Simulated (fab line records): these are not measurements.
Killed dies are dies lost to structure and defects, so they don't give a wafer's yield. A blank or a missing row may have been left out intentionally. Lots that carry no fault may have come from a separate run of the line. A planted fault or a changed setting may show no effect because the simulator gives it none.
The tool behind it: which one? || flow n5Finfet || 12 lots (36 wafers sampled), 1 step of a 1938-step route

## WHAT EACH GAUGE READ, for each wafer
N5_GATE_CUT_THK_MEAS_24.
{"lot": "L075", "measured": "day 4 21:56", "on": "filmMetro-02", "GC_FILL_THK (nm)": "216.4 220.2 218.8"}
{"lot": "L077", "measured": "day 5 08:01", "on": "filmMetro-01", "GC_FILL_THK (nm)": "218.7 221.6 221.4"}
{"lot": "L079", "measured": "day 6 00:23", "on": "filmMetro-02", "GC_FILL_THK (nm)": "221.9 220.8 223.1"}
{"lot": "L081", "measured": "day 6 08:55", "on": "filmMetro-01", "GC_FILL_THK (nm)": "216.8 219.8 221.2"}
{"lot": "L083", "measured": "day 6 21:22", "on": "filmMetro-01", "GC_FILL_THK (nm)": "217.9 215.4 215.9"}
{"lot": "L085", "measured": "day 7 10:10", "on": "filmMetro-02", "GC_FILL_THK (nm)": "214.5 216.4 217.4"}
{"lot": "L087", "measured": "day 8 00:19", "on": "filmMetro-02", "GC_FILL_THK (nm)": "216.5 215.3 219.4"}
{"lot": "L089", "measured": "day 8 08:37", "on": "filmMetro-02", "GC_FILL_THK (nm)": "216.4 218.3 218.1"}
{"lot": "L091", "measured": "day 8 22:33", "on": "filmMetro-01", "GC_FILL_THK (nm)": "217.8 220.2 218.6"}
{"lot": "L093", "measured": "day 9 10:25", "on": "filmMetro-01", "GC_FILL_THK (nm)": "219.1 223.3 222.6"}
{"lot": "L095", "measured": "day 10 00:42", "on": "filmMetro-01", "GC_FILL_THK (nm)": "216.9 218.8 220.0"}
{"lot": "L097", "measured": "day 10 13:23", "on": "filmMetro-02", "GC_FILL_THK (nm)": "218.3 218.2 219.1"}

## WHAT TOOL EACH LOT RAN ON (gives the tool, then ch and the chambers of the sampled wafers, and finally the start)
The record holds no process step before these readings.

## THE ANSWER, worked out from the rows above alone
Rule: usual is defined by the lots themselves. Put in order of their means at a reading, lots are off if they are a third of the lots or fewer, leave a main group of 4 or more, and stand apart from it by a gap of 3 or more times the standard deviation of the main group's means; of several such gaps the widest counts. Not used: any main group whose means are identical at the precision the tables above print for the reading. A lot without any number at a reading at which 4 lots or more have one is off too. All remaining lots with rows at the step are treated as sound.
Nothing can be told from this: no lot is off at any reading shown.

## WHAT THE SIMULATOR PUT IN
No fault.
